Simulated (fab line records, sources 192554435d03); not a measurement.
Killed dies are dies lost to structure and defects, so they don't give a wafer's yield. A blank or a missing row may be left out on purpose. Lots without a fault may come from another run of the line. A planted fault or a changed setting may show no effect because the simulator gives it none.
Which tool did it? | flow n5_finfet | 12 lots, 36 wafers sampled, at 3 steps of a route of 1938

WHAT THE GAUGES READ, wafer by wafer
N5_BEOL_M11_INSPECT_58: inspects for defects (darkfield).
lot  | measured     | on                | raw_defect_count
L078 | day 12 20:32 | defect_inspect-02 | 37 79 39
L077 | day 13 05:13 | defect_inspect-01 | 72 56 81
L080 | day 13 08:19 | defect_inspect-01 | 84 63 53
L081 | day 14 01:47 | defect_inspect-01 | 142 59 107
L082 | day 14 16:26 | defect_inspect-02 | 54 43 70
L084 | day 15 15:46 | defect_inspect-01 | 45 44 50
L087 | day 15 19:44 | defect_inspect-02 | 97 76 66
L089 | day 16 13:01 | defect_inspect-02 | 77 78 60
L094 | day 16 16:02 | defect_inspect-02 | 52 54 40
L092 | day 17 01:49 | defect_inspect-02 | 70 78 53
L095 | day 18 11:29 | defect_inspect-01 | 78 77 81
L097 | day 19 08:24 | defect_inspect-02 | 65 68 74

WHICH TOOL RAN EACH LOT (tool, then ch and the chambers of the sampled wafers, then the start)
lot  | N5_BEOL_M11_CURE_72           | N5_BEOL_M11_SPUTTER_48
L078 | uv_cure-01 ch 2, day 12 18:06 | pvd_sputter-03, day 12 19:23
L077 | uv_cure-02 ch 2, day 13 02:32 | pvd_sputter-02, day 13 04:14
L080 | uv_cure-01 ch 1, day 13 05:28 | pvd_sputter-02, day 13 07:19
L081 | uv_cure-02 ch 2, day 13 23:37 | pvd_sputter-02, day 14 00:49
L082 | uv_cure-03 ch 1, day 14 13:07 | pvd_sputter-03, day 14 15:18
L084 | uv_cure-03 ch 0, day 15 13:10 | pvd_sputter-01, day 15 14:21
L087 | uv_cure-02 ch 2, day 15 17:32 | pvd_sputter-02, day 15 18:22
L089 | uv_cure-03 ch 2, day 16 10:20 | pvd_sputter-01, day 16 11:39
L094 | uv_cure-01 ch 2, day 16 13:32 | pvd_sputter-01, day 16 15:04
L092 | uv_cure-03 ch 0, day 16 23:28 | pvd_sputter-03, day 17 00:47
L095 | uv_cure-02 ch 0, day 18 09:11 | pvd_sputter-03, day 18 10:31
L097 | uv_cure-01 ch 2, day 19 05:38 | pvd_sputter-02, day 19 07:23
- N5_BEOL_M11_CURE_72: cures SiCOH lowk, time 120 s.
- N5_BEOL_M11_SPUTTER_48: material Cu, target thk 12 nm, time 2 s.

THE ANSWER, worked out from the rows above alone
Rule: what is usual is taken from the lots themselves. Put in order of their means at a reading, lots are off if they are a third of the lots or fewer, leave a main group of 4 or more, and stand apart from it by a gap of 3 or more times the standard deviation of the main group's means; of several such gaps the widest counts. A main group whose means are all the same, to the digits that the tables above print for the reading, isn't used. A lot without any number at a reading at which 4 lots or more have one is off too. The other lots that the step has rows for count as sound.
No lot is off at any reading shown: from this, nothing can be told.

WHAT THE SIMULATOR HAD PUT IN
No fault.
